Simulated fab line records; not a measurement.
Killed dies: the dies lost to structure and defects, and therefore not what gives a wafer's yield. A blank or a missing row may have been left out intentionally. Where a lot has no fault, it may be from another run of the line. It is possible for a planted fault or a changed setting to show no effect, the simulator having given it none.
Matching of chambers ; flow nand harc ; NHARC_A_CHANNEL_HOLE_D1_DEP_01 on pecvd-02 has 3 sister chambers
The step deposits SiON, target thk 140 nm. 6 wafers are shown with their chamber, then 9 later ones without.

WAFERS PAIRED WITH THEIR CHAMBERS
wafer;chamber;heater power w (W);rf fwd power W (W)
L806.1;0;728;347.7
L806.5;1;781;346.9
L810.3;0;743;348.4
L811.1;2;696;347.8
L811.2;1;758;348.2
L811.4;2;685;349.4

WAFERS WHOSE CHAMBER IS MISSING
wafer;heater power w (W);rf fwd power W (W)
L812.1;624;349.5
L812.2;689;349.8
L812.3;764;347.3
L814.1;722;349.3
L814.2;719;347.9
L814.5;818;349.9
L815.3;741;348.6
L815.4;758;348.6
L815.5;611;348.7

EACH ONE'S CHAMBER
wafer;from the rows above;in truth
L812.1;2;2
L812.2;2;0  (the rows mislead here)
L812.3;can't be placed: 1 or 0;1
L814.1;can't be placed: 0 or 2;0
L814.2;can't be placed: 0 or 2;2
L814.5;1;1
L815.3;can't be placed: 0 or 1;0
L815.4;can't be placed: 1 or 0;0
L815.5;2;2
Correct placement for 3 of the 9. Can't be placed from these rows: 5 (the true chamber is among the candidates in 5). Placed wrongly: 1.
How it was worked out, from the rows above alone: a wafer's distance from a chamber is the root of the sum, over the readings, of the square of ((its reading less the chamber's mean) divided by the reading's scatter). The wafer belongs to the nearest chamber; if the next one is less than 2 further off, it can't be placed. For every chamber, the mean is computed from those of its wafers that are shown. The scatter: the root of (the sum of the squares of (reading less its chamber's mean) over the shown wafers, divided by (wafers less chambers)).
